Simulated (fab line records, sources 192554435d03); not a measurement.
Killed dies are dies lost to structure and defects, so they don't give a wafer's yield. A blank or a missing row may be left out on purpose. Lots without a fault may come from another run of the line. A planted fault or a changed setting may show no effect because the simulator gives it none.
Chamber matching | flow n5_finfet | N5_BEOL_M3_DEP_57 on pecvd-02: 3 sister chambers
The step deposits SiCN from 3MS/NH3, target thk 8 nm, time 14 s. 22 wafers are shown with their chamber, then 11 later ones without.

WAFERS WITH THEIR CHAMBER
wafer  | chamber | throttle_valve_pct (%) | showerhead_plenum_p_Torr (Torr)
L075.3 | 2       | 9.1                    | 3.673
L075.4 | 1       | 8.9                    | 3.665
L075.5 | 1       | 8.7                    | 3.663
L078.3 | 1       | 8.7                    | 3.673
L078.5 | 2       | 9.2                    | 3.673
L078.6 | 1       | 8.8                    | 3.663
L081.2 | 2       | 9.4                    | 3.668
L081.4 | 1       | 8.5                    | 3.669
L081.5 | 2       | 9.4                    | 3.690
L080.1 | 2       | 9.1                    | 3.683
L080.2 | 0       | 9.7                    | 3.658
L080.4 | 2       | 9.2                    | 3.678
L084.3 | 0       | 9.4                    | 3.663
L084.5 | 0       | 9.4                    | 3.663
L084.6 | 2       | 9.2                    | 3.681
L086.1 | 0       | 9.6                    | 3.663
L086.2 | 2       | 9.1                    | 3.679
L086.3 | 1       | 8.8                    | 3.674
L087.1 | 1       | 8.6                    | 3.669
L087.3 | 2       | 9.1                    | 3.677
L087.4 | 1       | 8.6                    | 3.674
L091.2 | 1       | 8.9                    | 3.669

SIGNATURES (means of the wafers above)
reading                  | chamber 0 | chamber 1 | chamber 2 | scatter within a chamber
throttle_valve_pct       | 9.525     | 8.722     | 9.200     | 0.134
showerhead_plenum_p_Torr | 3.66175   | 3.66878   | 3.67800   | 0.00514
Rule: a wafer's distance from a chamber is the root of the sum, over the readings, of the square of ((its reading less the chamber's mean) divided by the reading's scatter). The wafer belongs to the nearest chamber; if the next one is less than 2 further off, it can't be placed. The scatter: the root of (the sum of the squares of (reading less its chamber's mean) over the shown wafers, divided by (wafers less chambers)).

WAFERS WITHOUT THEIR CHAMBER
wafer  | throttle_valve_pct (%) | showerhead_plenum_p_Torr (Torr)
L091.3 | 9.4                    | 3.654
L091.6 | 9.5                    | 3.662
L092.2 | 9.3                    | 3.683
L092.3 | 9.4                    | 3.660
L092.4 | 9.5                    | 3.683
L094.1 | 9.3                    | 3.686
L094.2 | 9.3                    | 3.668
L094.4 | 9.5                    | 3.682
L093.1 | 9.6                    | 3.689
L093.2 | 8.7                    | 3.653
L093.4 | 9.1                    | 3.660

WHICH CHAMBER EACH WENT THROUGH
wafer  | from the rows above          | in truth
L091.3 | 0                            | 0
L091.6 | 0                            | 0
L092.2 | 2                            | 2
L092.3 | 0                            | 0
L092.4 | can't be placed: 2 or 0      | 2
L094.1 | 2                            | 2
L094.2 | can't be placed: 0 or 2      | 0
L094.4 | can't be placed: 2 or 0      | 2
L093.1 | can't be placed: 2 or 0      | 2
L093.2 | 1                            | 1
L093.4 | can't be placed: 0 or 1 or 2 | 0
Placed correctly: 6 of 11. Can't be placed from these rows: 5 (the true chamber is among the candidates in 5). Placed wrongly: 0.
